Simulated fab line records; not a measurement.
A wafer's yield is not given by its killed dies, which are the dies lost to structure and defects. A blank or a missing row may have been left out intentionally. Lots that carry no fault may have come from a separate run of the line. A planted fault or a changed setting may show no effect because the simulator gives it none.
fab line records | flow n5-finfet
record lots=7 wafers=39
route steps=1938 shown ZERO_LAYER@11 FIN_CUT@173 SPACER0@260 SD_EPI_N@262 HKMG_FIN@413 MOL_CONTACT_COAG@616
start-h: the number of hours between the record's first day and the start of the first shown wafer of the lot | wait-h: hours since the lot's step before | " as in the row above | L1.1+2: one row covering several wafers at once | - no value, or no start given | * or withheld: withheld | < > ~ a bound
route shown NAME@n: NAME is a module with steps in the file, n the number in the route of the first one | usual: mean/standard deviation taken from wafers without a fault | same: alike in all rows | chamber/n: place in a boat | sites: the reading at each site | _std_site: standard deviation of those values | _edge_site: outer sites' mean less inner sites' | radius-mm: for every site, how far away it sits from the centre of the wafer | mask NAME#n: copy n | behind: tool/chamber where the wafer was last shaped | hold: why the lot was held/for how many hours/how that ended | device: which transistor (n, p or np) failed to switch | end of line: the route-end tests of the same wafers | a step given without rows: its recipe and nothing more | killed: dies that structure and defects cost at the first sort, which is not the same as the wafer's yield | map: a wafer's dies, marking killed ones x, the rest . and places with no die _
set.NAME: the setting that was run; set.NAME@STEP: the one run at that earlier step | model.NAME: the simulator's own value behind a step, which no gauge read
lots run with intentionally changed settings; tables by step, rows by wafer
## steps
# step N5_ZERO_LAYER_DEVELOP_10
# recipe develop-time-s=60 rinse-liquid=diw dry=air-spin dev-temp-c=21
# columns lot.wafer tool chamber start-h wait-h set.develop-time-s
L075.1+2+3+4+5+6 litho-track-05 0 - - 60
L077.1+2+5 litho-track-02 0 - - 60
L081.1+2+5 litho-track-05 0 - - 86.59
L081.3+4+6 " 0 " " 60
L082.1+2+5 litho-track-01 0 - - 60
L082.3+4+6 " 0 " " 82
L085.1+2+4 litho-track-05 0 - - 60
L085.3+5+6 " 0 " " 25.47
L087.1+3+6 litho-track-05 0 - - 60
L087.2+4+5 " 0 " " 41.92
L093.1+2+3+4+5+6 litho-track-01 0 - - 60
# step N5_ZERO_LAYER_HARDBAKE_23
# recipe temp-c=130 time-s=120
# step N5_ZERO_LAYER_CD_MEAS_11
# recipe target-cd-nm=2000 landing-energy-ev=500 detector=se-inlens
# usual cd-nm=1999.2/2.1
# columns lot.wafer tool chamber start-h wait-h set.develop-time-s@ZERO_LAYER_DEVELOP_10 cd-nm
L075.1 cd-sem-02 0 18.64 - 60 1997.5
L075.2 " 0 " " 60 1998.3
L075.3 " 0 " " 60 1998.5
L075.4 " 0 " " 60 1999.5
L075.5 " 0 " " 60 1995.9
L075.6 " 0 " " 60 1998.4
L077.1 cd-sem-03 0 30.77 - 60 2002.9
L077.2 " 0 " " 60 1999.5
L077.5 " 0 " " 60 1999.7
L081.1 cd-sem-01 0 54.65 - 86.59 2007.3
L081.2 " 0 " " 86.59 2007.0
L081.3 " 0 " " 60 1999.0
L081.4 " 0 " " 60 1999.8
L081.5 " 0 " " 86.59 2008.8
L081.6 " 0 " " 60 2000.0
L082.1 cd-sem-02 0 60.64 - 60 2000.5
L082.2 " 0 " " 60 2001.4
L082.3 " 0 " " 82 2004.5
L082.4 " 0 " " 82 2008.0
L082.5 " 0 " " 60 2004.2
L082.6 " 0 " " 82 2006.3
L085.1 cd-sem-01 0 78.77 - 60 1997.0
L085.2 " 0 " " 60 1993.5
L085.3 " 0 " " 25.47 1977.4
L085.4 " 0 " " 60 1995.8
L085.5 " 0 " " 25.47 1978.3
L085.6 " 0 " " 25.47 1975.6
L087.1 cd-sem-03 0 90.64 - 60 2000.2
L087.2 " 0 " " 41.92 1993.2
L087.3 " 0 " " 60 1998.4
L087.4 " 0 " " 41.92 1993.6
L087.5 " 0 " " 41.92 1992.0
L087.6 " 0 " " 60 1999.5
L093.1 cd-sem-02 0 126.83 - 60 1999.5
L093.2 " 0 " " 60 2000.3
L093.3 " 0 " " 60 1996.7
L093.4 " 0 " " 60 1997.5
L093.5 " 0 " " 60 2000.1
L093.6 " 0 " " 60 1999.4
# step N5_ZERO_LAYER_DESCUM_16
# recipe chemistry=O2 time-s=7.9 source-power-w=50 bias-power-w=20 pressure-mtorr=20 rf-frequency-hz=2.712e+07 temp-c=40 o2-flow-sccm=225
# columns lot.wafer tool chamber start-h wait-h set.develop-time-s@ZERO_LAYER_DEVELOP_10 model.ZERO_LAYER.cd-nm
L075.1 rie-diel-02 2 18.68 0.0 60 1997
L075.2+3+6 " 3,1,3 " " 60 1998
L075.4 " 0 " " 60 1999
L075.5 " 2 " " 60 -
L077.1 rie-diel-04 2 30.82 0.0 60 -
L077.2 " 0 " " 60 2000
L077.5 " 1 " " 60 1999
L081.1 rie-diel-02 2 54.69 0.0 86.59 2008
L081.2 " 1 " " 86.59 2007
L081.3+4 " 3,0 " " 60 1999
L081.5 " 2 " " 86.59 2009
L081.6 " 1 " " 60 2000
L082.1 rie-diel-04 2 60.68 0.0 60 2000
L082.2 " 0 " " 60 2002
L082.3 " 3 " " 82 2005
L082.4 " 0 " " 82 2008
L082.5 " 2 " " 60 2004
L082.6 " 3 " " 82 2007
L085.1 rie-diel-03 1 78.81 0.0 60 -
L085.2 " 3 " " 60 1994
L085.3+5 " 0,3 " " 25.47 1978
L085.4 " 2 " " 60 1996
L085.6 " 2 " " 25.47 1976
L087.1+6 rie-diel-03 2,1 90.75 0.1 60 2000
L087.2 " 3 " " 41.92 1993
L087.3 " 0 " " 60 1998
L087.4 " 1 " " 41.92 1994
L087.5 " 2 " " 41.92 1992
L093.1+6 rie-diel-03 0,1 127.04 0.2 60 1999
L093.2+5 " 3,2 " " 60 2000
L093.3 " 1 " " 60 1997
L093.4 " 2 " " 60 1998
# step N5_ZERO_LAYER_ETCH_17
# recipe chemistry=CF4 target=SiO2 target-depth-a=120 time-s=13.3 ion-energy-ev=350 pressure-mtorr=40 source-w=450 bias-w=215 Ar_flow_sccm=100 cf4-flow-sccm=100
# columns lot.wafer tool chamber start-h wait-h set.develop-time-s@ZERO_LAYER_DEVELOP_10 model.ZERO_LAYER.cd-nm
L075.1 rie-diel-02 2 18.71 0.0 60 1997
L075.2+3+6 " 3,1,3 " " 60 1998
L075.4 " 0 " " 60 1999
L075.5 " 2 " " 60 1995
L077.1 rie-diel-04 2 30.85 0.0 60 2003
L077.2 " 0 " " 60 2000
L077.5 " 1 " " 60 1999
L081.1 rie-diel-02 2 54.72 0.0 86.59 2008
L081.2 " 1 " " 86.59 2007
L081.3+6 " 3,1 " " 60 2000
L081.4 " 0 " " 60 1999
L081.5 " 2 " " 86.59 2009
L082.1 rie-diel-04 2 60.71 0.0 60 2000
L082.2 " 0 " " 60 2002
L082.3 " 3 " " 82 2005
L082.4 " 0 " " 82 2008
L082.5 " 2 " " 60 2004
L082.6 " 3 " " 82 2007
L085.1 rie-diel-03 1 78.85 0.0 60 1997
L085.2 " 3 " " 60 1994
L085.3 " 0 " " 25.47 1977
L085.4 " 2 " " 60 1996
L085.5 " 3 " " 25.47 1978
L085.6 " 2 " " 25.47 1976
L087.1+6 rie-diel-03 2,1 90.78 0.0 60 2000
L087.2 " 3 " " 41.92 1993
L087.3 " 0 " " 60 1998
L087.4 " 1 " " 41.92 1994
L087.5 " 2 " " 41.92 1992
L093.1+6 rie-diel-03 0,1 127.08 0.0 60 1999
L093.2+5 " 3,2 " " 60 2000
L093.3 " 1 " " 60 1997
L093.4 " 2 " " 60 1998
# step N5_FIN_CUT_CUT_ETCH_26
# recipe chemistry=CH3F/O2 target=SiNx target-depth-a=390 mask-material=SOC time-s=55.7 pressure-mtorr=30 source-w=395 bias-w=73 Ar_flow_sccm=150 CH3F_flow_sccm=30 O2_flow_sccm=20 ion-energy-ev=120
# columns lot.wafer tool chamber start-h wait-h set.target-depth-a model.etch.depth-nm model.SOC_of_FIN_CUT_COAT_18.thk-nm
L075.1 rie-diel-02 1 40.94 0.0 622.9 60.24 201
L075.2 " 0 " " 390 37.84 211.4
L075.3 " 3 " " 390 39.89 210.8
L075.4 " 2 " " 390 38.78 210.6
L075.5 " 1 " " 622.9 60.18 201
L075.6 " 0 " " 622.9 60.48 200.4
L077.1 rie-diel-02 3 48.26 0.0 390 39.89 211
L077.2 " 0 " " 390 37.99 212.4
L077.5 " 1 " " 390 37.69 212.2
L081.1 rie-diel-03 3 70.22 0.0 390 38.34 212.4
L081.2 " 0 " " 317.3 31.95 215
L081.3 " 2 " " 317.3 31.57 215.4
L081.4 " 1 " " 317.3 32.05 215
L081.5 " 1 " " 390 39.18 210.8
L081.6 " 2 " " 390 38.98 211.8
L082.1 rie-diel-04 0 75.40 0.0 390 38.54 212
L082.2 " 2 " " 390 38.63 212.6
L082.3 " 1 " " 390 38.32 212.2
L082.4 " 3 " " 390 38.47 212.2
L082.5 " 0 " " 390 38.24 211.2
L082.6 " 3 " " 390 38.22 211.8
L085.1 rie-diel-03 2 93.89 0.0 390 38.52 211.8
L085.2 " 0 " " 477.7 47.97 207.4
L085.3 " 3 " " 477.7 46.81 207.8
L085.4 " 1 " " 390 39.42 211.6
L085.5 " 2 " " 390 38.53 212.4
L085.6 " 1 " " 477.7 47.98 208.4
L087.1 rie-diel-03 2 107.67 0.0 390 38.89 211.2
L087.2 " 1 " " 390 39.77 210.6
L087.3 " 0 " " 390 39.79 210.4
L087.4 " 3 " " 390 38.43 211.4
L087.5 " 0 " " 390 39.51 210.6
L087.6 " 1 " " 390 39.8 210.6
L093.1 rie-diel-03 0 142.01 0.0 284.4 28.32 216.2
L093.2 " 3 " " 284.4 28.16 215.2
L093.3 " 2 " " 284.4 28.64 216.2
L093.4 " 1 " " 390 39.65 210.2
L093.5 " 3 " " 390 38.6 211.4
L093.6 " 0 " " 390 38.95 210.6
# step N5_FIN_CUT_CUT_ETCH_27
# recipe chemistry=CHF3/O2 target=SiO2 target-depth-a=40 mask-material=SOC overetch-a=20 time-s=4.9 pressure-mtorr=30 source-w=650 bias-w=170 Ar_flow_sccm=200 CHF3_flow_sccm=50 O2_flow_sccm=5 ion-energy-ev=200
# step N5_FIN_CUT_PRECLEAN_35
# recipe time-s=13.3 temp-c=45 pressure-torr=125 p-hf-torr=3 p-coreactant-torr=25 chemistry=vHF
# step N5_FIN_CUT_CUT_ETCH_15
# recipe chemistry=HBr/Cl2/O2 target=Si target-depth-a=1000 bt-time-s=10 mask-material=SOC time-s=42.4 ion-energy-ev=* bias-w=* pressure-mtorr=10 icp-w=800 HBr_flow_sccm=150 Cl2_flow_sccm=80 O2_flow_sccm=12
# columns lot.wafer tool chamber start-h wait-h set.target-depth-a@FIN_CUT_CUT_ETCH_26 model.SOC_of_FIN_CUT_COAT_18.thk-nm
L075.1 rie-si-02 0 41.13 0.1 622.9 159.4
L075.2 " 3 " " 390 171.2
L075.3 " 1 " " 390 170.2
L075.4 " 2 " " 390 170.6
L075.5 " 2 " " 622.9 161.6
L075.6 " 1 " " 622.9 160.2
L077.1+5 rie-si-02 3,0 48.46 0.1 390 170.8
L077.2 " 1 " " 390 171.8
L081.1 rie-si-05 0 70.41 0.1 390 172
L081.2 " 3 " " 317.3 174.8
L081.3 " 2 " " 317.3 174.4
L081.4 " 1 " " 317.3 173.8
L081.5 " 1 " " 390 170
L081.6 " 0 " " 390 171.2
L082.1+3 rie-si-05 0,3 75.60 0.1 390 171.6
L082.2 " 1 " " 390 171.8
L082.4 " 2 " " 390 171.2
L082.5 " 3 " " 390 171
L082.6 " 2 " " 390 170.8
L085.1 rie-si-02 0 94.08 0.1 390 170.8
L085.2 " 1 " " 477.7 166.2
L085.3 " 3 " " 477.7 167.6
L085.4 " 2 " " 390 171.8
L085.5 " 3 " " 390 172.6
L085.6 " 2 " " 477.7 168.4
L087.1+4 rie-si-02 2,3 107.87 0.1 390 171
L087.2 " 0 " " 390 168.8
L087.3 " 1 " " 390 169.4
L087.5 " 1 " " 390 169.6
L087.6 " 2 " " 390 170.8
L093.1 rie-si-05 3 142.21 0.1 284.4 175.2
L093.2 " 0 " " 284.4 174.6
L093.3 " 1 " " 284.4 174.8
L093.4 " 2 " " 390 169.2
L093.5 " 3 " " 390 170.8
L093.6 " 2 " " 390 168.8
# step N5_SPACER0_ALD_08
# recipe material=SiNx target-thk-a=20 temp-c=400 ald-precursor-family=SiH2I2 ald-co-reactant=N2/H2-plasma pressure-torr=2
# columns lot.wafer tool chamber start-h wait-h set.target-thk-a model.SiNx_of_SPACER0_ALD_08.thk-nm
L075.1+2+3+4+5+6 ald-sin-02 2,1,0,3,3,2 63.38 0.1 20 2
L077.1+2+5 ald-sin-01 2,1,2 69.08 0.1 20 2
L081.1+3+5 ald-sin-04 3,1,0 91.03 0.1 20 2
L081.2+4+6 " 0,2,1 " " 15.49 1.6
L082.1+3+5 ald-sin-02 2,1,3 98.13 0.1 20 2
L082.2+6 " 3,0 " " 10.76 1
L082.4 " 0 " " 10.76 1.2
L085.1+3+4 ald-sin-02 2,3,0 114.64 0.1 12.69 1.2
L085.2+5+6 " 1,2,1 " " 20 2
L087.1+4+5 ald-sin-04 0,3,3 127.64 0.1 8.434 0.8
L087.2+3+6 " 1,2,0 " " 20 2
L093.1+3+5 ald-sin-01 1,3,3 162.61 0.1 20 2
L093.2+4+6 " 0,2,2 " " 13.43 1.4
# step N5_SD_EPI_N_COAT_32
# recipe resist=SOC temp-c=250 time-s=60 spin-rpm=1500 resist-thk-nm=350
# step N5_SD_EPI_N_SD_RECESS_17
# recipe chemistry=HBr/Cl2/O2 target-depth-a=410 mask-material=SOC time-s=23.7 bt-time-s=3 pressure-mtorr=10 icp-w=800 bias-w=112 HBr_flow_sccm=150 Cl2_flow_sccm=80 O2_flow_sccm=12
# step N5_SD_EPI_N_STRIP_38
# recipe chemistry=N2/H2 power-w=1000 temp-c=250 h2-frac=0.65 overash-fraction=0.3 pressure-mtorr=withheld n2-flow-sccm=1750 h2-flow-sccm=3250
# step N5_SD_EPI_N_WET_ETCH_43
# recipe chemistry=dHF dilution=withheld time-s=14 target=SiO2 target-depth-a=15 temp-c=25
# columns lot.wafer tool chamber start-h wait-h set.target-thk-a@SPACER0_ALD_08 model.SiNx_of_SPACER0_ALD_08.thk-nm
L075.1+2+3+4+5+6 wet-bench-02 7,2,0,3,6,1 64.77 - 20 1.6
L077.1+2+5 wet-bench-03 3,4,2 70.59 - 20 1.6
L081.1+3+5 wet-bench-02 7,5,0 92.54 - 20 1.6
L081.2+4+6 " 6,1,2 " " 15.49 1
L082.1+3+5 wet-bench-03 1,6,7 99.54 - 20 1.6
L082.2+4+6 " 2,0,5 " " 10.76 0.6
L085.1+3+4 wet-bench-04 0,2,3 116.03 - 12.69 0.8
L085.2+5+6 " 4,7,1 " " 20 1.6
L087.1+4+5 wet-bench-03 3,5,6 129.53 - 8.434 0.4
L087.2+3+6 " 7,0,4 " " 20 1.6
L093.1+3+5 wet-bench-04 6,3,4 164.93 - 20 1.6
L093.2+4+6 " 2,1,5 " " 13.43 0.8
# step N5_SD_EPI_N_STRIP_18
# recipe chemistry=SPM time-s=750 temp-c=130 h2so4-h2o2-vol-ratio=4
# step N5_SD_EPI_N_SRD_20
# recipe dry=ipa-marangoni do-ppb=5 time-s=30 temp-c=23 rinse-liquid=diw
# step N5_SD_EPI_N_PRECLEAN_48
# recipe chemistry=NF3:NH3 afs-cycles=2 temp-c=30 time-s=20 sublimation-temp-c=180 sublimation-time-s=60 pressure-torr=3 rf-power-w=30
# columns lot.wafer tool chamber start-h wait-h set.target-thk-a@SPACER0_ALD_08 model.SiNx_of_SPACER0_ALD_08.thk-nm
L075.1+2+3+4+5+6 epi-rpcvd-01 0 65.03 0.0 20 1.4
L077.1+2+5 epi-rpcvd-03 0 70.85 0.0 20 1.4
L081.1+3+5 epi-rpcvd-02 0 92.80 0.0 20 1.2
L081.2+4+6 " 0 " " 15.49 0.8
L082.1+3+5 epi-rpcvd-03 0 99.81 0.0 20 1.4
L082.2+4+6 " 0 " " 10.76 0.4
L085.1+3+4 epi-rpcvd-02 0 116.29 0.0 12.69 0.6
L085.2+5+6 " 0 " " 20 1.4
L087.1+4+5 epi-rpcvd-01 0 129.79 0.0 8.434 0.2
L087.2+3+6 " 0 " " 20 1.4
L093.1+3 epi-rpcvd-02 0 165.20 0.0 20 1.4
L093.2+4+6 " 0 " " 13.43 0.6
L093.5 " 0 " " 20 1.2
# step N5_HKMG_FIN_CVD_62
# recipe material=a-Si target-thk-a=30 temp-c=500 precursor=Si2H6 pressure-torr=1 time-s=20.8
# columns lot.wafer tool chamber start-h wait-h set.time-s model.a-Si_of_HKMG_FIN_CVD_62.thk-nm
L075.1+2 thermal-cvd-si-02 1,0 87.68 0.2 20.8 3.2
L075.3+4+6 " 2,1,0 " " 17.05 2.6
L075.5 " 2 " " 20.8 3
L077.1 thermal-cvd-si-02 1 94.32 0.2 20.8 3.4
L077.2+5 " 0,1 " " 20.8 3.2
L081.1+2 thermal-cvd-si-02 1,2 117.24 0.2 20.8 3.2
L081.3+6 " 0,2 " " 25.07 3.6
L081.4 " 0 " " 20.8 3
L081.5 " 1 " " 25.07 3.8
L082.1+6 thermal-cvd-si-01 1 123.18 0.2 20.8 3
L082.2+4 " 0,2 " " 33.07 4.8
L082.3 " 2 " " 33.07 4.6
L082.5 " 0 " " 20.8 2.8
L085.1+5 thermal-cvd-si-02 1 138.84 0.2 25.76 3.8
L085.2 " 0 " " 25.76 4
L085.3+4+6 " 2,2,0 " " 20.8 3.2
L087.1+5 thermal-cvd-si-02 0,1 153.02 0.2 27.86 4
L087.2 " 2 " " 27.86 4.2
L087.3+4+6 " 1,2,0 " " 20.8 3
L093.1 thermal-cvd-si-02 0 189.30 0.2 27.99 4
L093.2+3 " 1,2 " " 20.8 3.2
L093.4+6 " 1,2 " " 27.99 4.2
L093.5 " 0 " " 20.8 3
# step N5_MOL_CONTACT_COAG_ETCH_124
# recipe chemistry=CH3F/O2 target=SiNx target-depth-a=65 mask-material=SOC stop-on=SiOC over-etch-frac=0.3 ion-energy-ev=120 pressure-mtorr=30 source-w=395 bias-w=73 Ar_flow_sccm=150 CH3F_flow_sccm=30 O2_flow_sccm=20 ends=end-point
# columns lot.wafer tool chamber start-h wait-h set.target-depth-a model.etch.depth-nm model.SOC_of_MOL_CONTACT_COAG_COAT_62.thk-nm
L075.1 rie-diel-06 1 114.11 0.0 65 4.985 48.2
L075.2 " 2 " " 65 5.04 48.6
L075.3 " 0 " " 65 5.019 48.6
L075.4 " 3 " " 65 4.987 48.4
L075.5 " 0 " " 65 4.981 48.4
L075.6 " 3 " " 65 5.025 48.6
L077.1 rie-diel-05 2 120.94 0.0 65 4.986 48.8
L077.2 " 0 " " 65 4.989 48.2
L077.5 " 2 " " 65 4.961 48.6
L081.1 rie-diel-06 2 142.83 0.0 65 4.968 48.4
L081.2 " 0 " " 52.33 4.989 48.8
L081.3 " 1 " " 65 5.018 48
L081.4 " 3 " " 65 5.007 48.8
L081.5 " 2 " " 52.33 5.016 49
L081.6 " 1 " " 52.33 4.994 48.6
L082.1 rie-diel-01 2 148.25 0.0 27.98 2.865 50.2
L082.2 " 0 " " 65 4.997 48.4
L082.3 " 3 " " 65 4.993 49
L082.4 " 1 " " 27.98 2.772 50.2
L082.5 " 2 " " 65 4.999 48.2
L082.6 " 1 " " 27.98 2.799 50.4
L085.1 rie-diel-01 2 165.50 0.0 48.93 5.04 49.2
L085.2 " 0 " " 48.93 4.931 49.2
L085.3 " 3 " " 65 5.006 49
L085.4 " 2 " " 65 4.986 48.2
L085.5 " 3 " " 65 5.021 49
L085.6 " 0 " " 48.93 4.981 49
L087.1 rie-diel-06 3 181.20 0.0 34.91 3.516 50.2
L087.2 " 1 " " 65 4.984 48.4
L087.3 " 2 " " 65 5.006 48.6
L087.4 " 0 " " 65 5.048 48.6
L087.5 " 2 " " 34.91 3.492 50.2
L087.6 " 3 " " 34.91 3.489 50
L093.1 rie-diel-05 0 214.00 0.0 94.53 5 47
L093.2 " 1 " " 65 5.029 48.6
L093.3 " 3 " " 65 4.983 48.6
L093.4 " 1 " " 94.53 4.983 47.2
L093.5 " 3 " " 94.53 4.982 47.2
L093.6 " 0 " " 65 4.989 48
# step N5_MOL_CONTACT_COAG_ETCH_48
# recipe chemistry=C4F6/O2 target-depth-a=150 overetch-a=45 mask-material=SOC target=SiOC bias-w=465 pressure-mtorr=10 time-s=17 source-w=335 Ar_flow_sccm=300 C4F6_flow_sccm=10 O2_flow_sccm=10 ion-energy-ev=576
# columns lot.wafer tool chamber start-h wait-h set.target-depth-a@MOL_CONTACT_COAG_ETCH_124 model.SOC_of_MOL_CONTACT_COAG_COAT_62.thk-nm
L075.1+5 rie-diel-06 1,0 114.15 0.0 65 45.6
L075.2+3+4 " 2,0,3 " " 65 45.8
L075.6 " 3 " " 65 46
L077.1 rie-diel-05 2 120.98 0.0 65 46.2
L077.2 " 0 " " 65 45.6
L077.5 " 2 " " 65 46
L081.1 rie-diel-06 2 142.87 0.0 65 45.8
L081.2+6 " 0,1 " " 52.33 46
L081.3 " 1 " " 65 45.4
L081.4 " 3 " " 65 46.2
L081.5 " 2 " " 52.33 46.2
L082.1 rie-diel-01 2 148.29 0.0 27.98 47.4
L082.2+5 " 0,2 " " 65 45.6
L082.3 " 3 " " 65 46.4
L082.4 " 1 " " 27.98 47.6
L082.6 " 1 " " 27.98 47.8
L085.1 rie-diel-01 2 165.54 0.0 48.93 46.6
L085.2+6 " 0 " " 48.93 46.4
L085.3 " 3 " " 65 46.4
L085.4 " 2 " " 65 45.4
L085.5 " 3 " " 65 46.6
L087.1+5+6 rie-diel-06 3,2,3 181.24 0.0 34.91 47.4
L087.2 " 1 " " 65 45.8
L087.3+4 " 2,0 " " 65 46
L093.1 rie-diel-05 0 214.04 0.0 94.53 44.4
L093.2+3 " 1,3 " " 65 46
L093.4+5 " 1,3 " " 94.53 44.6
L093.6 " 0 " " 65 45.2
## key
split step=N5_ZERO_LAYER_DEVELOP_10 setting=develop-time-s stated=60 by=wafer
response step=N5_ZERO_LAYER_CD_MEAS_11 reading=cd-nm change=+0.234 per=1% r=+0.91
response step=N5_ZERO_LAYER_DESCUM_16 reading=model.ZERO_LAYER.cd-nm change=+0.221 per=1% r=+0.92
response step=N5_ZERO_LAYER_ETCH_17 reading=model.ZERO_LAYER.cd-nm change=+0.234 per=1% r=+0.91
split step=N5_FIN_CUT_CUT_ETCH_26 setting=target-depth-a stated=390 by=wafer
response step=N5_FIN_CUT_CUT_ETCH_26 reading=model.etch.depth-nm change=+0.368 per=1% r=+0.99
response step=N5_FIN_CUT_CUT_ETCH_26 reading=model.SOC_of_FIN_CUT_COAT_18.thk-nm change=-0.175 per=1% r=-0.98
response step=N5_FIN_CUT_CUT_ETCH_15 reading=model.SOC_of_FIN_CUT_COAT_18.thk-nm change=-0.177 per=1% r=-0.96
split step=N5_SPACER0_ALD_08 setting=target-thk-a stated=20 by=wafer
response step=N5_SPACER0_ALD_08 reading=model.SiNx_of_SPACER0_ALD_08.thk-nm change=+0.0203 per=1% r=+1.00
response step=N5_SD_EPI_N_WET_ETCH_43 reading=model.SiNx_of_SPACER0_ALD_08.thk-nm change=+0.022 per=1% r=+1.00
response step=N5_SD_EPI_N_PRECLEAN_48 reading=model.SiNx_of_SPACER0_ALD_08.thk-nm change=+0.0212 per=1% r=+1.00
split step=N5_HKMG_FIN_CVD_62 setting=time-s stated=20.8 by=wafer
response step=N5_HKMG_FIN_CVD_62 reading=model.a-Si_of_HKMG_FIN_CVD_62.thk-nm change=+0.0299 per=1% r=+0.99
split step=N5_MOL_CONTACT_COAG_ETCH_124 setting=target-depth-a stated=65 by=wafer
response step=N5_MOL_CONTACT_COAG_ETCH_124 reading=model.etch.depth-nm shape=bent at-lowest=2.812 at-stated=5 at-highest=4.988
response step=N5_MOL_CONTACT_COAG_ETCH_124 reading=model.SOC_of_MOL_CONTACT_COAG_COAT_62.thk-nm change=-0.0294 per=1% r=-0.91
response step=N5_MOL_CONTACT_COAG_ETCH_48 reading=model.SOC_of_MOL_CONTACT_COAG_COAT_62.thk-nm change=-0.0278 per=1% r=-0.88
